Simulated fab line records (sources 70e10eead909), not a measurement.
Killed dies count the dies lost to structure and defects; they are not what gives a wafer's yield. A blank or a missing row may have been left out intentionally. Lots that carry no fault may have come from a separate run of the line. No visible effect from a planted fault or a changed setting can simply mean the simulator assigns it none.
Which tool is to blame? + flow nand-harc + 24 lots, 72 wafers sampled, at 2 steps of a route of 1159

== WHAT EACH GAUGE READ, for each wafer ==
NHARC_A_CONTACT_OVL_MEAS_43.
| lot  | measured     | on         | overlay-x-nm (nm) | overlay-y-nm (nm) |
|------|--------------|------------|-------------------|-------------------|
| L074 | day 15 20:08 | overlay-01 | 0.3 0.3 0.7       | 0.1 0.6 0.0       |
| L075 | day 16 05:45 | overlay-01 | 0.6 0.7 0.8       | 1.0 0.1 0.5       |
| L077 | day 16 12:35 | overlay-01 | -1.1 -0.9 -1.3    | 2.2 2.1 2.1       |
| L076 | day 16 21:44 | overlay-02 | 1.1 0.9 1.0       | -0.2 0.0 0.0      |
| L079 | day 17 04:50 | overlay-01 | 1.4 0.2 1.6       | 0.4 0.6 -0.1      |
| L078 | day 17 06:37 | overlay-02 | 1.0 0.4 -0.4      | -0.7 0.4 -0.4     |
| L080 | day 17 09:53 | overlay-01 | 1.1 0.8 1.2       | -0.1 0.0 0.0      |
| L081 | day 18 02:40 | overlay-02 | 0.4 0.9 1.5       | 0.5 0.9 1.1       |
| L084 | day 18 16:48 | overlay-01 | -0.9 -1.4 -0.9    | 0.8 0.2 0.5       |
| L082 | day 18 15:30 | overlay-02 | -0.5 -0.8 -1.1    | -0.7 -0.1 -0.5    |
| L085 | day 19 03:42 | overlay-01 | -0.3 -0.2 -0.5    | 0.1 0.4 0.4       |
| L083 | day 19 07:37 | overlay-02 | 0.8 0.5 0.2       | 0.4 0.2 0.3       |
| L086 | day 19 13:31 | overlay-01 | -0.6 0.4 -0.4     | -1.5 -0.9 -1.0    |
| L087 | day 19 16:22 | overlay-01 | 0.6 0.6 1.3       | 0.6 0.9 0.6       |
| L088 | day 19 20:51 | overlay-01 | 1.1 1.0 0.1       | 0.2 0.0 -0.3      |
| L089 | day 20 00:04 | overlay-02 | 0.2 0.4 0.4       | -0.8 -0.5 -0.8    |
| L090 | day 20 02:22 | overlay-01 | 0.9 1.1 0.7       | -0.3 -0.1 -0.2    |
| L091 | day 20 15:43 | overlay-01 | -1.3 -1.3 -1.6    | 0.6 1.0 0.4       |
| L094 | day 20 23:54 | overlay-02 | 2.3 2.0 1.9       | 1.5 2.1 1.8       |
| L092 | day 21 01:55 | overlay-01 | -1.0 -0.7 -1.4    | 0.8 1.0 0.6       |
| L096 | day 21 08:01 | overlay-02 | 1.1 1.4 1.0       | 1.4 1.0 0.4       |
| L095 | day 21 11:56 | overlay-02 | -0.5 -1.1 -0.4    | 0.0 0.0 0.2       |
| L093 | day 21 14:23 | overlay-02 | -0.8 -0.7 -1.0    | -0.3 0.3 -0.2     |
| L097 | day 22 01:02 | overlay-02 | 1.0 0.1 -0.1      | -1.7 -1.3 -1.0    |

== EACH LOT AND THE TOOL THAT RAN IT (in order: tool; ch and the chambers of the sampled wafers; start) ==
| lot  | NHARC_A_WL_FILL_STRIP_29           |
|------|------------------------------------|
| L074 | rie-diel-11 ch 2,3, day 15 03:50   |
| L075 | rie-diel-01 ch 0,2,3, day 15 11:01 |
| L077 | rie-diel-01 ch 0,1,3, day 15 13:41 |
| L076 | rie-diel-05 ch 0,2,3, day 16 04:52 |
| L079 | rie-diel-05 ch 1,2, day 16 13:16   |
| L078 | rie-diel-01 ch 0,1, day 16 13:16   |
| L080 | rie-diel-05 ch 1,2,3, day 16 13:18 |
| L081 | rie-diel-11 ch 0,1,3, day 17 08:10 |
| L084 | rie-diel-01 ch 0,3, day 18 00:22   |
| L082 | rie-diel-11 ch 0,2, day 18 01:38   |
| L085 | rie-diel-05 ch 0,1, day 18 04:23   |
| L083 | rie-diel-01 ch 0,1,3, day 18 04:23 |
| L086 | rie-diel-05 ch 1,2, day 18 14:23   |
| L087 | rie-diel-11 ch 0,2,3, day 18 14:23 |
| L088 | rie-diel-11 ch 2,3, day 18 19:18   |
| L089 | rie-diel-11 ch 0,2,3, day 19 01:08 |
| L090 | rie-diel-01 ch 0,1,3, day 19 01:13 |
| L091 | rie-diel-01 ch 1,2,3, day 19 23:03 |
| L094 | rie-diel-11 ch 1,3, day 20 08:53   |
| L092 | rie-diel-05 ch 0,3, day 20 08:56   |
| L096 | rie-diel-01 ch 1,2, day 20 15:33   |
| L095 | rie-diel-05 ch 0,2, day 20 15:35   |
| L093 | rie-diel-01 ch 0,2,3, day 20 18:42 |
| L097 | rie-diel-11 ch 1,3, day 21 09:25   |
- NHARC_A_WL_FILL_STRIP_29: strips in O2, time 20 s.

== WHAT THE TOOLS THEMSELVES READ (means of the sampled wafers that have a number; where no wafer has one, the mark that the record gives instead) ==
NHARC_A_WL_FILL_STRIP_29.
| lot  | tool        | chamber-pressure-mTorr (mTorr) | drypump-motor-current-A (A) | oes-product-au (a.u.) | rf-vpp-V (V) | showerhead-plenum-p-Torr (Torr) | throttle-valve-pct (%) |
|------|-------------|--------------------------------|-----------------------------|-----------------------|--------------|---------------------------------|------------------------|
| L074 | rie-diel-11 | 60.01                          | 5.5                         | 0.994                 | 58.3         | 3.38                            | 17.034                 |
| L075 | rie-diel-01 | 60.02                          | 6.0                         | 1.001                 | 57.7         | 3.67                            | 17.041                 |
| L077 | rie-diel-01 | 59.94                          | 5.7                         | 1.002                 | 57.6         | 3.67                            | 17.037                 |
| L076 | rie-diel-05 | 59.99                          | 5.7                         | 1.010                 | 57.5         | 3.57                            | 17.039                 |
| L079 | rie-diel-05 | 59.95                          | 5.8                         | 1.015                 | 58.3         | 3.52                            | 17.041                 |
| L078 | rie-diel-01 | 59.97                          | 5.3                         | 0.999                 | 57.3         | 3.65                            | 17.040                 |
| L080 | rie-diel-05 | 59.99                          | 5.3                         | 1.010                 | 57.7         | 3.62                            | 17.032                 |
| L081 | rie-diel-11 | 59.98                          | 5.2                         | 1.014                 | 58.8         | 3.50                            | 17.038                 |
| L084 | rie-diel-01 | 60.00                          | 6.1                         | 0.993                 | 58.5         | 3.70                            | 17.032                 |
| L082 | rie-diel-11 | 59.99                          | 5.2                         | 1.001                 | 57.6         | 3.61                            | 17.044                 |
| L085 | rie-diel-05 | 60.02                          | 5.6                         | 0.987                 | 57.5         | 3.53                            | 17.039                 |
| L083 | rie-diel-01 | 59.96                          | 5.7                         | 1.001                 | 57.9         | 3.67                            | 17.051                 |
| L086 | rie-diel-05 | 60.00                          | 5.3                         | 1.015                 | 57.4         | 3.57                            | 17.042                 |
| L087 | rie-diel-11 | 59.98                          | 5.4                         | 0.999                 | 58.2         | 3.50                            | 17.045                 |
| L088 | rie-diel-11 | 60.03                          | 5.5                         | 1.003                 | 57.3         | 3.38                            | 17.040                 |
| L089 | rie-diel-11 | 59.97                          | 5.4                         | 1.012                 | 57.0         | 3.50                            | 17.032                 |
| L090 | rie-diel-01 | 59.99                          | 5.7                         | 0.991                 | 57.8         | 3.67                            | 17.034                 |
| L091 | rie-diel-01 | 60.00                          | 5.9                         | 1.003                 | 58.3         | 3.66                            | 17.041                 |
| L094 | rie-diel-11 | 60.01                          | 5.5                         | 1.006                 | 57.1         | 3.39                            | 17.038                 |
| L092 | rie-diel-05 | 59.99                          | 5.2                         | 0.999                 | 58.8         | 3.68                            | 17.027                 |
| L096 | rie-diel-01 | 59.97                          | 5.5                         | 1.005                 | 57.8         | 3.63                            | 17.026                 |
| L095 | rie-diel-05 | 59.99                          | 6.2                         | 0.997                 | 57.3         | 3.47                            | 17.039                 |
| L093 | rie-diel-01 | 59.96                          | 5.9                         | 0.997                 | 58.7         | 3.67                            | 17.035                 |
| L097 | rie-diel-11 | 59.97                          | 5.5                         | 1.010                 | 56.5         | 3.39                            | 17.035                 |

== THE ANSWER, worked out from the rows above alone ==
Rule: the lots themselves supply what counts as usual. The widest of any qualifying gaps counts: lots, ordered by their means at a reading, are off when they make up no more than a third of the lots, leave a main group of 4 or more, and stand apart from it by 3 or more times the standard deviation of that group's means. Not used: any main group whose means are identical at the precision the tables above print for the reading. Also off: a lot with no number at a reading for which 4 or more lots have one. Where the step has rows for the other lots, those lots are counted as sound. Order of review: gauges by route order, followed by the tools' own readings, for which a lot's mean as printed above is used. The first step at which some lot is off is used, and at that step the reading that is off furthest; a lot without a number counts as furthest.
Across all readings shown, no lot is off: no conclusion can be drawn from this.

== WHAT THE SIMULATOR HAD PUT IN ==
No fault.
